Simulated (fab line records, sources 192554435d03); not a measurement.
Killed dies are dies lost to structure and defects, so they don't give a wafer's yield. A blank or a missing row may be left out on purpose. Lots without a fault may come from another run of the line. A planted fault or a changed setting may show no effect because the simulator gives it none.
Split-lot experiment | flow n5_finfet | 7 lots, 39 wafers read, on a route of 1938 steps

THE SPLIT
At N5_SD_EPI_N_EPI_21 (deposits Si:P, time 690 s), the setting time_s was moved away from the recipe's 690 s on 12 of the 39 wafers read, by -44.3% to +40.2%. The other wafers ran this setting at the recipe's value.

The reading is taken at the split's own step.

THE READING
Si-P_of_SD_EPI_N_EPI_21.thk_nm (the simulator's own value, which no gauge read), in nm, at N5_SD_EPI_N_EPI_21 (deposits Si:P, time 690 s). The file gives no usual value for it. The 27 wafers here that ran the recipe average 59.5 nm, standard deviation 0.53 nm.

wafer  | tool, chamber at the split | time_s as run, s | against the recipe | Si-P_of_SD_EPI_N_EPI_21.thk_nm, nm | against lot-mates on the recipe
L075.1 | epi_rpcvd-03, 0            | 690              | recipe             | 59                                 | -
L075.2 | epi_rpcvd-03, 0            | 967.1            | +40.2%             | 76                                 | +16.0
L075.3 | epi_rpcvd-03, 0            | 967.1            | +40.2%             | 76                                 | +16.0
L075.4 | epi_rpcvd-03, 0            | 967.1            | +40.2%             | 76.8                               | +16.8
L075.5 | epi_rpcvd-03, 0            | 690              | recipe             | 60.4                               | -
L075.6 | epi_rpcvd-03, 0            | 690              | recipe             | 60.6                               | -
L077.1 | epi_rpcvd-01, 0            | 690              | recipe             | 59.6                               | -
L077.2 | epi_rpcvd-01, 0            | 690              | recipe             | 59                                 | -
L077.3 | epi_rpcvd-01, 0            | 690              | recipe             | 59                                 | -
L077.4 | epi_rpcvd-01, 0            | 941.5            | +36.4%             | 75                                 | +15.8
L077.5 | epi_rpcvd-01, 0            | 941.5            | +36.4%             | 74.2                               | +15.0
L077.6 | epi_rpcvd-01, 0            | 941.5            | +36.4%             | 74.4                               | +15.2
L081.1 | epi_rpcvd-01, 0            | 690              | recipe             | 60.2                               | -
L081.4 | epi_rpcvd-01, 0            | 690              | recipe             | 60.2                               | -
L081.5 | epi_rpcvd-01, 0            | 690              | recipe             | 60.2                               | -
L081.2 | epi_rpcvd-01, 0            | 690              | recipe             | 60                                 | -
L081.3 | epi_rpcvd-01, 0            | 690              | recipe             | 59.4                               | -
L081.6 | epi_rpcvd-01, 0            | 690              | recipe             | 59.6                               | -
L082.1 | epi_rpcvd-01, 0            | 690              | recipe             | 59                                 | -
L082.4 | epi_rpcvd-01, 0            | 690              | recipe             | 59.2                               | -
L082.6 | epi_rpcvd-01, 0            | 690              | recipe             | 58.8                               | -
L084.1 | epi_rpcvd-03, 0            | 690              | recipe             | 60                                 | -
L084.2 | epi_rpcvd-03, 0            | 920.8            | +33.4%             | 73.4                               | +13.9
L084.5 | epi_rpcvd-03, 0            | 920.8            | +33.4%             | 73.4                               | +13.9
L084.3 | epi_rpcvd-03, 0            | 920.8            | +33.4%             | 73.2                               | +13.7
L084.4 | epi_rpcvd-03, 0            | 690              | recipe             | 59.2                               | -
L084.6 | epi_rpcvd-03, 0            | 690              | recipe             | 59.4                               | -
L085.1 | epi_rpcvd-02, 0            | 690              | recipe             | 59.4                               | -
L085.2 | epi_rpcvd-02, 0            | 690              | recipe             | 58.8                               | -
L085.4 | epi_rpcvd-02, 0            | 690              | recipe             | 58.8                               | -
L085.3 | epi_rpcvd-02, 0            | 384.4            | -44.3%             | 35                                 | -24.0
L085.5 | epi_rpcvd-02, 0            | 384.4            | -44.3%             | 35.4                               | -23.6
L085.6 | epi_rpcvd-02, 0            | 384.4            | -44.3%             | 35.2                               | -23.8
L097.1 | epi_rpcvd-01, 0            | 690              | recipe             | 58.8                               | -
L097.2 | epi_rpcvd-01, 0            | 690              | recipe             | 59                                 | -
L097.3 | epi_rpcvd-01, 0            | 690              | recipe             | 59.4                               | -
L097.6 | epi_rpcvd-01, 0            | 690              | recipe             | 59.4                               | -
L097.4 | epi_rpcvd-01, 0            | 690              | recipe             | 60                                 | -
L097.5 | epi_rpcvd-01, 0            | 690              | recipe             | 59.6                               | -

THE FIT
A straight line over all 39 wafers: Si-P_of_SD_EPI_N_EPI_21.thk_nm changes by +0.466 nm for each +1% of time_s; r = +0.99; the points scatter about the line by 1.3 nm.
The same after taking each lot's own level away (the mean of its wafers on the recipe; 39 wafers): +0.46 nm for each +1%; r = +0.99; scatter 1.2 nm.
On that fit, the largest move of time_s shifts the reading by 20 nm.
The lots' own levels span 59.00 to 60.00 nm, that is 1.9 times the standard deviation above.
So the lot-to-lot level changes the slope little: the two slopes agree.
Check: with one of the wafers moved furthest among these (-44.3%) left out of the fit, the line predicts -20.5 nm for it against its lot-mates. It came out at -24 nm against them.

OTHER SPLITS ON THESE WAFERS
These wafers also went through other splits before the reading. Each is held against what the fit with the lots' levels taken away leaves over:
other split on the same wafers                    | wafers away from the commonest value | r with Si-P_of_SD_EPI_N_EPI_21.thk_nm (lot level and that fit taken away)
N5_ZERO_LAYER_PECVD_02 time_s                     | 6                                    | -0.22
N5_PMOS_HMC_CHANNEL_EPI_DEVELOP_08 develop_time_s | 12                                   | -0.14

THE WHOLE CHAIN: every reading that the file lists as answering this split, in the file's order
step                    | what it does              | reading                                                                         | change (the file's fit)               | r (the file's)
N5_SD_EPI_N_EPI_21      | deposits Si:P, time 690 s | Si-P_of_SD_EPI_N_EPI_21.thk_nm (the simulator's own value, which no gauge read) | +0.453 nm for each +1% of the setting | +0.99
N5_SD_EPI_N_EPI_MEAS_23 |                           | thk_nm                                                                          | withheld for each +1% of the setting  | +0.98

THE FILE'S OWN FIT
Si-P_of_SD_EPI_N_EPI_21.thk_nm changes by +0.453 nm for each +1% of time_s, r = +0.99.
